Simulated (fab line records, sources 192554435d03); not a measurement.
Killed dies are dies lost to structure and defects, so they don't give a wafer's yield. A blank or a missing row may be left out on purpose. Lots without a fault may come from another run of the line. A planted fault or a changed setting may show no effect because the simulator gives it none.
fab line records | flow n5_finfet
record lots=4 wafers=12 last_day=16
route steps=1938 shown HKMG_FIN@428 GATE_CUT@465 BEOL_M4@1111 PASSIVATION@1936
lots that met no fault: from a run of the same line without faults
start_h: hours from the record's first day to the start of the lot's first wafer shown | wait_h: hours since the lot's step before | " the same as in the row above | L1.1+2: a row that stands for several wafers | - no value, or no start given | * or withheld: withheld | < > ~ a bound
route shown NAME@n: a module of which the file shows steps, and the number in the route of the first | usual: mean/standard deviation of fault-free wafers | same: alike in all rows | chamber/n: place in a boat | sites: the reading at each site | _std_site: their standard deviation | _edge_site: outer sites' mean less inner sites' | radius_mm: how far each site lies from the wafer's centre | mask NAME#n: copy n | behind: the tool/chamber that last shaped the wafer | hold: why the lot was held/for how many hours/how that ended | device: the transistor (n, p or np) that didn't switch | end of line: the same wafers' tests at the end of the route | a step without rows: its recipe alone | killed: dies lost to structure and defects at the first sort, not the wafer's yield | map: a wafer's dies, x killed, . not, _ none there
set.NAME: the setting as run; set.NAME@STEP: as run at that earlier step | model.NAME: the simulator's own value behind a step, which no gauge read
lots at some steps of the route; a table a step, a row a wafer
## steps
# step N5_HKMG_FIN_PEB_10
# recipe peb_temp_c=withheld peb_time_s=60 resist=CAR-ArF
# step N5_HKMG_FIN_DEVELOP_11
# recipe develop_time_s=30 developer=TMAH resist=CAR-ArF dev_temp_c=23 rinse_liquid=diw dry=air_spin
# step N5_HKMG_FIN_DESCUM_17
# recipe chemistry=O2 time_s=7.9 source_power_w=50 bias_power_w=20 pressure_mtorr=20 rf_frequency_hz=2.712e+07 temp_c=40 resist=CAR-ArF o2_flow_sccm=225
# step N5_HKMG_FIN_ETCH_31
# recipe chemistry=CF4 target=SiARC target_depth_a=455 mask_material=CAR-ArF time_s=75.8 ion_energy_ev=80 pressure_mtorr=40 source_w=545 bias_w=36 Ar_flow_sccm=100 cf4_flow_sccm=100 ends=cleared
# step N5_HKMG_FIN_ETCH_32
# recipe chemistry=N2/H2 target=SOC target_depth_a=2400 temp_c=40 time_s=300 ion_energy_ev=200 mask_material=SiARC pressure_mtorr=30 source_w=840 bias_w=150 n2_flow_sccm=200 h2_flow_sccm=200
# step N5_HKMG_FIN_STRIP_33
# recipe chemistry=N2/H2 temp_c=40 n2_flow_sccm=200 h2_flow_sccm=200 rf_frequency_hz=6e+07
# step N5_HKMG_FIN_STRIP_34
# recipe chemistry=CF4 resist=SiARC power_w=300 bias_power_w=75 pressure_mtorr=50 cf4_flow_sccm=150 rf_frequency_hz=6e+07
# step N5_HKMG_FIN_ETCH_35
# recipe chemistry=N2/H2 target=SOC target_depth_a=2158 ion_energy_ev=65 bias_w=5 source_w=3000 time_s=243.4 pressure_mtorr=30 n2_flow_sccm=200 h2_flow_sccm=200
# step N5_HKMG_FIN_STRIP_92
# recipe chemistry=N2/H2 material=SOC time_s=20 power_w=500 temp_c=40 pressure_mtorr=50 rf_frequency_hz=6e+07 bias_power_w=8 h2_frac=0.5 n2_flow_sccm=300 h2_flow_sccm=300
# step N5_HKMG_FIN_WET_ETCH_18
# recipe chemistry=SC1 target=TiN mix=1:1:5 temp_c=* time_s=55 target_depth_nm=5.2 dry=ipa_marangoni rinse_time_s=30 rinse_temp_c=23
# usual temp_c=*
# columns lot.wafer tool chamber start_h wait_h temp_c
L637.1 wet_bench-04 6 104.06 0.1 *
L637.3 " 5 " " *
L637.4 " 1 " " *
L638.1 wet_bench-03 7 117.23 0.1 *
L638.2 " 2 " " *
L638.6 " 5 " " *
L648.1 wet_bench-04 4 172.34 0.1 *
L648.4 " 0 " " *
L648.6 " 3 " " *
L651.4 wet_bench-04 2 184.31 0.1 *
L651.5 " 4 " " *
L651.6 " 3 " " *
# step N5_HKMG_FIN_STRIP_19
# recipe chemistry=N2/H2 power_w=2500 temp_c=300 h2_frac=0.65 time_s=360 pressure_mtorr=withheld n2_flow_sccm=1750 h2_flow_sccm=3250
# step N5_HKMG_FIN_ALD_91
# recipe material=TiN target_thk_a=10 temp_c=400 ald_precursor_family=TiCl4 ald_co_reactant=NH3 pulse_time_s=1 purge_time_s=3 co_reactant_purge_time_s=2 co_reactant_pulse_time_s=2 ald_cycles=47 pressure_torr=3
# step N5_HKMG_FIN_COAT_85
# recipe resist=SOC temp_c=250 time_s=60 spin_rpm=1500 resist_thk_nm=300
# step N5_HKMG_FIN_ETCH_86
# recipe chemistry=N2/H2 target=SOC target_depth_a=3932 stop_on=TiN ion_energy_ev=100 bias_w=61 pressure_mtorr=30 source_w=850 n2_flow_sccm=200 h2_flow_sccm=200
# step N5_HKMG_FIN_STRIP_89
# recipe chemistry=N2/H2 material=SOC time_s=20 power_w=500 temp_c=40 pressure_mtorr=50 rf_frequency_hz=6e+07 bias_power_w=8 h2_frac=0.5 n2_flow_sccm=300 h2_flow_sccm=300
# step N5_HKMG_FIN_WET_ETCH_87
# recipe chemistry=SC1 target=TiN mix=1:2:40 temp_c=50 time_s=154.2 target_depth_nm=4.7 dry=ipa_marangoni rinse_time_s=30 rinse_temp_c=23
# step N5_HKMG_FIN_STRIP_88
# recipe chemistry=N2/H2 power_w=2500 temp_c=300 h2_frac=0.65 time_s=360 pressure_mtorr=withheld n2_flow_sccm=1750 h2_flow_sccm=3250
# step N5_HKMG_FIN_NWFM_ALD_20
# recipe material=TiAlC target_thk_a=20 temp_c=300 ald_precursor_family=TiCl4 ald_co_reactant=TEA pulse_time_s=3 purge_time_s=2 co_reactant_purge_time_s=2 co_reactant_pulse_time_s=10 ald_cycles=7 pressure_torr=3
# step N5_HKMG_FIN_ALD_71
# recipe material=TiN target_thk_a=10 temp_c=400 ald_precursor_family=TiCl4 ald_co_reactant=NH3 pulse_time_s=1 purge_time_s=3 co_reactant_purge_time_s=2 co_reactant_pulse_time_s=2 ald_cycles=47 pressure_torr=3
# step N5_HKMG_FIN_COAT_66
# recipe resist=SOC temp_c=250 time_s=60 spin_rpm=1500 resist_thk_nm=300
# step N5_HKMG_FIN_ETCH_67
# recipe chemistry=N2/H2 target=SOC target_depth_a=3889 stop_on=TiN ion_energy_ev=100 bias_w=61 pressure_mtorr=30 source_w=850 n2_flow_sccm=200 h2_flow_sccm=200
# step N5_HKMG_FIN_STRIP_90
# recipe chemistry=N2/H2 material=SOC time_s=20 power_w=500 temp_c=40 pressure_mtorr=50 rf_frequency_hz=6e+07 bias_power_w=8 h2_frac=0.5 n2_flow_sccm=300 h2_flow_sccm=300
# step N5_HKMG_FIN_WET_ETCH_73
# recipe chemistry=SC1 mix=1:2:40 temp_c=50 time_s=42.3 target_depth_nm=1.3 dry=ipa_marangoni rinse_time_s=30 rinse_temp_c=23
# step N5_HKMG_FIN_ETCHBACK_68
# recipe chemistry=Cl2/Ar stop_on=HfO2 target_depth_a=5 pressure_mtorr=10 icp_w=600 bias_w=60 Cl2_flow_sccm=40 Ar_flow_sccm=60
# step N5_HKMG_FIN_STRIP_69
# recipe chemistry=N2/H2 power_w=2500 temp_c=300 h2_frac=0.65 time_s=360 pressure_mtorr=withheld n2_flow_sccm=1750 h2_flow_sccm=3250
# step N5_HKMG_FIN_ALD_21
# recipe material=TiN target_thk_a=15 temp_c=400 ald_precursor_family=TiCl4 ald_co_reactant=NH3 pulse_time_s=1 purge_time_s=3 co_reactant_purge_time_s=2 co_reactant_pulse_time_s=2 ald_cycles=68 pressure_torr=3
# step N5_HKMG_FIN_ALD_72
# recipe material=W target_thk_a=20 temp_c=300 pressure_torr=7.5 ald_precursor_family=WF6 ald_co_reactant=B2H6 pulse_time_s=1 purge_time_s=2 co_reactant_purge_time_s=2 co_reactant_pulse_time_s=3 ald_cycles=7
# step N5_HKMG_FIN_W_FILL_22
# recipe material=W target_thk_a=600 temp_c=400 pressure_torr=39.4 time_s=18.2
# step N5_HKMG_FIN_PRECLEAN_83
# recipe chemistry=DIW time_s=57.5 temp_c=23
# step N5_HKMG_FIN_SRD_84
# recipe dry_time_s=32 dry=n2_spin spin_rpm=1500
# step N5_HKMG_FIN_CMP_23
# recipe stop_on=SiNx t_overpolish_s=10 post_cmp_clean=rinse_only down_force_psi=4 platen_rpm=50.289 pad_velocity_m_s=1.0006 target_thk_nm=46.326
# step N5_HKMG_FIN_CMP_94
# recipe stop_on=SiNx post_cmp_clean=w_dilute_nh4oh t_overpolish_s=4.7 down_force_psi=4 platen_rpm=50.289 pad_velocity_m_s=1.0006 target_thk_nm=43.299
# step N5_GATE_CUT_ETCHBACK_00
# recipe chemistry=SF6/Cl2 target=W pressure_mtorr=8 icp_w=900 bias_w=80 SF6_flow_sccm=40 Cl2_flow_sccm=60
# step N5_GATE_CUT_ETCH_56
# recipe chemistry=Cl2/Ar target=TiN target_depth_a=216 pressure_mtorr=10 icp_w=600 bias_w=60 Cl2_flow_sccm=40 Ar_flow_sccm=60
# step N5_GATE_CUT_ETCHBACK_30
# recipe chemistry=Cl2/Ar target=TiN target_depth_a=30 mode=isotropic pressure_mtorr=10 icp_w=600 bias_w=60 Cl2_flow_sccm=40 Ar_flow_sccm=60
# step N5_GATE_CUT_VAPOR_ETCH_60
# recipe chemistry=BCl3/Cl2 target=HfO2 mode=isotropic
# step N5_GATE_CUT_ETCH_58
# recipe chemistry=CH3F/O2 target=SiNx target_depth_a=170 time_s=128.6 ion_energy_ev=50 pressure_mtorr=30 source_w=415 bias_w=21 Ar_flow_sccm=150 CH3F_flow_sccm=30 O2_flow_sccm=20
# step N5_BEOL_M4_RC_MEAS_101
# usual DIBL_N=36.0/1.9 DIBL_P=36.0/2.1 IOFF_N=0.155/0.029 IOFF_N_85C=3.0/0.46 IOFF_N_LIN=0.072/0.011 IOFF_N_LONG=5.52e-05/2.9e-06 IOFF_P=0.20/0.032 ION_N=672/11 ION_P=461/6.9 SS_N=71.5/0.58 SS_P=73.2/0.64 VT_N=250.4/2.9 VT_N_LONG=275.2/1.9 VT_N_LVT=98/3.1 VT_P=-251.0/2.8
# columns lot.wafer tool chamber start_h wait_h DIBL_N[mV/V] DIBL_P[mV/V] IOFF_N[nA/um] IOFF_N_85C[nA/um] IOFF_N_LIN[nA/um] IOFF_N_LONG[nA/um] IOFF_P[nA/um] ION_N[uA/um] ION_P[uA/um] SS_N[mV/dec] SS_P[mV/dec] VT_N[mV] VT_N_LONG[mV] VT_N_LVT[mV] VT_P[mV]
L637.1 prober-01 0 209.97 0.0 37.1 36.4 0.160 3.0 0.072 5.36e-05 0.22 665 461 72.0 72.8 250.9 275.6 98 -249.1
L637.3 " 0 " " 37.3 35.9 0.154 2.9 0.070 5.38e-05 0.22 659 460 71.5 73.5 253.5 275.4 100 -250.7
L637.4 " 0 " " 36.4 36.0 0.143 2.8 0.067 5.4e-05 0.21 668 463 71.4 72.7 251.8 274.2 100 -248.4
L638.1 prober-02 0 214.31 0.0 40.1 40.3 0.224 4.1 0.093 5.44e-05 0.27 675 464 72.9 74.0 247.6 275.3 92 -248.9
L638.2 " 0 " " 38.9 38.8 0.185 3.5 0.082 5.42e-05 0.25 682 472 71.4 73.7 250.4 276.4 95 -247.6
L638.6 " 0 " " 39.9 39.2 0.214 4.0 0.090 5.44e-05 0.26 674 461 71.1 73.9 247.6 274.3 92 -245.5
L648.1 prober-01 0 263.93 0.0 34.9 36.2 0.016 0.4 0.007 2.31e-05 0.19 520 449 72.0 73.1 311.8 337.6 162 -251.1
L648.4 " 0 " " 34.9 36.2 0.016 0.5 0.008 2.31e-05 0.18 527 451 71.2 72.7 310.7 337.4 163 -251.4
L648.6 " 0 " " 37.1 39.3 0.022 0.6 0.010 2.37e-05 0.23 556 469 72.2 73.7 308.7 338.9 157 -250.2
L651.4 prober-02 0 284.41 0.5 38.2 40.0 0.024 0.6 0.011 2.39e-05 0.27 543 464 71.9 74.5 305.7 334.3 156 -249.1
L651.5 " 0 " " 35.0 36.1 0.016 0.5 0.008 2.4e-05 0.20 541 467 71.2 73.0 310.4 333.1 158 -248.6
L651.6 " 0 " " 39.1 39.4 0.026 0.7 0.011 2.48e-05 0.25 545 462 72.5 74.7 306.1 334.4 154 -246.8
# step N5_PASSIVATION_PROBE_49
# usual defect_limited_yield=91.0/1.5 killed_at_M0_to_M3=33/9.4 killed_at_M4_up=14/4.8 killed_at_contacts=13/7.3 killed_at_front_end=43/13 killed_at_other=3.6/2.9 killed_dies=106/18 killed_open=69/13 killed_short=35/8.2 sort_bin_5_function=5.3/1 sort_bin_6_memory=3.3/0.68 sort_bin_8_speed=0.01/0.027 sort_n_pass=1074/18 sort_yield_pct=91.0/1.5
# same gross_dies=1180 killed_at_back_side=0 sort_bin_4_leakage[%]=0
# columns lot.wafer tool chamber start_h wait_h defect_limited_yield[%] killed_at_M0_to_M3 killed_at_M4_up killed_at_contacts killed_at_front_end killed_at_other killed_dies killed_open killed_short sort_bin_5_function[%] sort_bin_6_memory[%] sort_bin_8_speed[%] sort_n_pass sort_yield_pct[%]
L638.1 prober-01 - 317.03 0.0 92.8 20 16 2 46 1 85 49 27 3.6 2.6 0 1095 92.8
L638.2 prober-01 - 317.08 0.1 93.1 24 10 4 39 4 81 41 34 3.8 2.4 0 1099 93.1
L638.6 prober-01 - 317.28 0.3 91.6 46 11 2 36 4 99 69 26 4.3 3.6 0 1081 91.6
L637.1 prober-02 - 322.74 0.0 90.8 32 21 11 44 0 108 77 28 5.7 3.1 0 1072 90.8
L637.3 prober-02 - 322.84 0.1 91.9 29 13 12 40 2 96 71 24 4.7 3.2 0 1084 91.9
L637.4 prober-02 - 322.89 0.2 90.8 22 9 16 57 4 108 66 31 4.4 3.5 0 1072 90.8
L648.1 prober-01 - 360.91 0.0 90.1 32 17 14 48 6 117 78 36 5.7 4.0 90.08 0 0
L648.4 prober-01 - 361.06 0.2 90.3 42 19 10 42 1 114 71 41 5.6 3.9 90.34 0 0
L648.6 prober-01 - 361.16 0.3 90.7 54 16 6 33 1 110 72 38 5.3 3.6 90.68 0 0
L651.4 prober-01 - 390.33 0.2 91.6 27 9 13 48 2 99 61 37 5.3 2.9 91.61 0 0
L651.5 prober-01 - 390.38 0.2 91.4 24 18 24 32 3 101 68 32 4.5 3.6 91.44 0 0
L651.6 prober-01 - 390.43 0.3 92.6 21 9 5 49 3 87 55 31 4.3 2.5 92.63 0 0
# killed by level:class
L638.1 FIN_SAQP:geometric_particle:open=9 HKMG_FIN:area_etch=9 GATE_CUT:geometric_particle:open=6 BEOL_M0_SAQP:geometric_particle:short=5 BEOL_M4:geometric_particle:open=5 ILD0:geometric_particle:short=4 GATE_CUT:geometric_particle:short=4 BEOL_M0_SAQP:geometric_particle:open=4
L638.2 BEOL_M0_SAQP:geometric_particle:short=8 HKMG_FIN:area_etch=6 FIN_SAQP:geometric_particle:short=5 GATE_CUT:geometric_particle:short=5 FIN_SAQP:geometric_particle:open=4 STI_FIN_REVEAL:geometric_particle:open=4 BEOL_M4:geometric_particle:open=4 DUMMY_GATE:geometric_particle:open=4
L638.6 BEOL_M1:geometric_particle:open=18 BEOL_M3:geometric_particle:open=9 FIN_SAQP:geometric_particle:open=8 BEOL_M4:geometric_particle:open=7 BEOL_M2:geometric_particle:open=6 BEOL_M0_SAQP:geometric_particle:open=5 FIN_SAQP:geometric_particle:short=4 GATE_CUT:geometric_particle:open=4
L637.1 BEOL_M3:geometric_particle:open=14 MOL_CONTACT_COAG:geometric_particle:open=9 BEOL_M4:geometric_particle:open=9 FIN_SAQP:geometric_particle:short=8 FIN_SAQP:geometric_particle:open=8 DUMMY_GATE:geometric_particle:open=8 BEOL_M5:geometric_particle:open=7 STI_FIN_REVEAL:geometric_particle:open=5
L637.3 MOL_CONTACT_COAG:geometric_particle:open=11 FIN_SAQP:geometric_particle:open=10 FIN_SAQP:geometric_particle:short=9 STI_FIN_REVEAL:geometric_particle:open=8 BEOL_M0_SAQP:geometric_particle:open=8 BEOL_M3:geometric_particle:open=7 BEOL_M4:geometric_particle:open=6 ILD0:geometric_particle:open=5
L637.4 MOL_CONTACT_COAG:geometric_particle:open=11 FIN_SAQP:geometric_particle:short=9 STI_FIN_REVEAL:geometric_particle:open=9 HKMG_FIN:area_etch=9 FIN_SAQP:geometric_particle:open=7 BEOL_M4:geometric_particle:open=7 BEOL_M0_SAQP:geometric_particle:open=6 MOL_CONTACT_COAG:geometric_particle:short=5
L648.1 STI_FIN_REVEAL:geometric_particle:open=15 BEOL_M3:geometric_particle:open=13 MOL_CONTACT_COAG:geometric_particle:open=11 BEOL_M4:geometric_particle:open=9 STI_FIN_REVEAL:geometric_particle:short=6 BEOL_M0_SAQP:geometric_particle:open=6 DUMMY_GATE:geometric_particle:open=5 DUMMY_GATE:geometric_particle:short=4
L648.4 BEOL_M3:geometric_particle:open=14 FIN_SAQP:geometric_particle:short=10 STI_FIN_REVEAL:geometric_particle:open=10 BEOL_M2:geometric_particle:open=9 BEOL_M4:geometric_particle:open=8 FIN_SAQP:geometric_particle:open=7 MOL_CONTACT_COAG:geometric_particle:open=7 BEOL_M3:geometric_particle:short=7
L648.6 BEOL_M3:geometric_particle:open=19 BEOL_M2:geometric_particle:open=10 BEOL_M4:geometric_particle:open=9 BEOL_M0_SAQP:geometric_particle:short=8 STI_FIN_REVEAL:geometric_particle:open=7 BEOL_M3:geometric_particle:short=7 FIN_SAQP:geometric_particle:short=6 DUMMY_GATE:geometric_particle:open=6
L651.4 STI_FIN_REVEAL:geometric_particle:open=15 FIN_SAQP:geometric_particle:short=13 MOL_CONTACT_COAG:geometric_particle:open=11 BEOL_M0_SAQP:geometric_particle:open=10 GATE_CUT:geometric_particle:short=6 BEOL_M0_SAQP:geometric_particle:short=4 BEOL_M0:geometric_particle:open=4 BEOL_M1:geometric_particle:open=4
L651.5 MOL_CONTACT_COAG:geometric_particle:open=18 FIN_SAQP:geometric_particle:open=9 FIN_SAQP:geometric_particle:short=8 BEOL_M0_SAQP:geometric_particle:short=8 BEOL_M0_SAQP:geometric_particle:open=7 MOL_CONTACT_COAG:geometric_particle:short=6 BEOL_M0:geometric_particle:open=6 BEOL_M8:geometric_particle:open=4
L651.6 STI_FIN_REVEAL:geometric_particle:open=26 STI_FIN_REVEAL:geometric_particle:short=8 BEOL_M0_SAQP:geometric_particle:open=5 FIN_SAQP:geometric_particle:short=4 MOL_CONTACT_COAG:geometric_particle:open=4 BEOL_M1:geometric_particle:open=4 ILD0:geometric_particle:short=3 GATE_CUT:geometric_particle:short=3
# map L648.1 (x killed, . not)
_________________............________________
______________x........x........_____________
___________...x.....x..............__________
__________...........x..........x..._________
________........x..x.x...x............_______
_______x...xx...x.........x............______
______.......x.........x..........x....._____
_____.x......................x...........____
____............x...........x.............___
___.....x..x.......x.......................__
___...x........x.....x.....x...............__
__..x............x..............x.....x...x._
__.........................x.........x......_
_x.x....x....x.......x.....x........x...x....
_x............x...............x..x....x.....x
_....x...................xx............x.x...
_..........x..x....x....x....................
_............x...........xx........x........x
_......x..........................x...x.x....
_...x....x...................x...........x...
_..............x.............................
__xx.......x......x....x.......x....xx..x.x._
__......x..........x........................_
___.....x..................x.x.............__
___..x......................x.............x__
____.........x....x..xx...................___
_____......x..xx.....x...............x...____
______.......x............x............._____
_______x.x.............x..........xx...______
________......xx.x......x..........x.._______
__________..x.......x..............._________
___________........................__________
______________...........x...x.x_____________
_________________............________________
# map L651.5 (x killed, . not)
_________________...xx..x....________________
______________..............x..._____________
___________.......x.....x..........__________
__________...............x.........._________
________..................x..........._______
_______.x.....x.......................x______
______........x.x......x.........xx....._____
_____........x.......x...........x.......____
____............................x..x......___
___....x........................x..........__
___...x....x...............................__
__......x..x......x.xx..................x..._
__x..............................x....x....._
_..................x.x.............x...xx....
_..x....x.......................xx.....x...x.
_...............x.................x..........
_..........................................x.
_.x.....x.x.x........x....................x..
_...............x...x......x.x...............
_........x.................x.......xx........
_..........x..............................xx.
__........................x..............x.._
__....x.......x........x...................._
___.........x.........x....................__
___..........x..xx....x....................__
____.......................x.......x.x....___
_____..x..........x.x.....x...x.....x..x.____
______...............................x.._____
_______.............x............x.x...______
________.....x................x......._______
__________...xx............x...x...._________
___________.........x...x..........__________
______________..............x..._____________
_________________..x....x....________________
## key
first_sign step=N5_BEOL_M4_RC_MEAS_101 reading=VT_N_LONG direction=up sigmas=31 usual=275.2 struck=335.9
effect step=N5_BEOL_M4_RC_MEAS_101 reading=VT_N direction=up sigmas=20 usual=250.4 struck=308.9
effect step=N5_BEOL_M4_RC_MEAS_101 reading=VT_N_LVT direction=up sigmas=19 usual=98 struck=158
effect step=N5_BEOL_M4_RC_MEAS_101 reading=ION_N direction=down sigmas=12 usual=672 struck=539
effect step=N5_BEOL_M4_RC_MEAS_101 reading=IOFF_N_LONG direction=down sigmas=11 usual=5.52e-05 struck=2.38e-05
effect step=N5_BEOL_M4_RC_MEAS_101 reading=IOFF_N_LIN direction=down sigmas=5.9 usual=0.072 struck=0.009
effect step=N5_BEOL_M4_RC_MEAS_101 reading=IOFF_N_85C direction=down sigmas=5.4 usual=3.0 struck=0.5
effect step=N5_BEOL_M4_RC_MEAS_101 reading=IOFF_N direction=down sigmas=4.7 usual=0.155 struck=0.020
effect step=N5_PASSIVATION_PROBE_49 reading=sort_bin_8_speed direction=up sigmas=99+ usual=0.01 struck=91.13
met_at N5_HKMG_FIN_WET_ETCH_18
struck_wafers L648.1,L648.4,L648.6,L651.4,L651.5,L651.6
onset_between 104.06 172.34
also_fits time
fault kind=process_parameter_drift tool=wet_bench-04 chamber=- onset_h=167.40 steps=N5_HKMG_FIN_WET_ETCH_18 channel=time_s offset=* shape=step end_h=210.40 acts_in=* stated=*
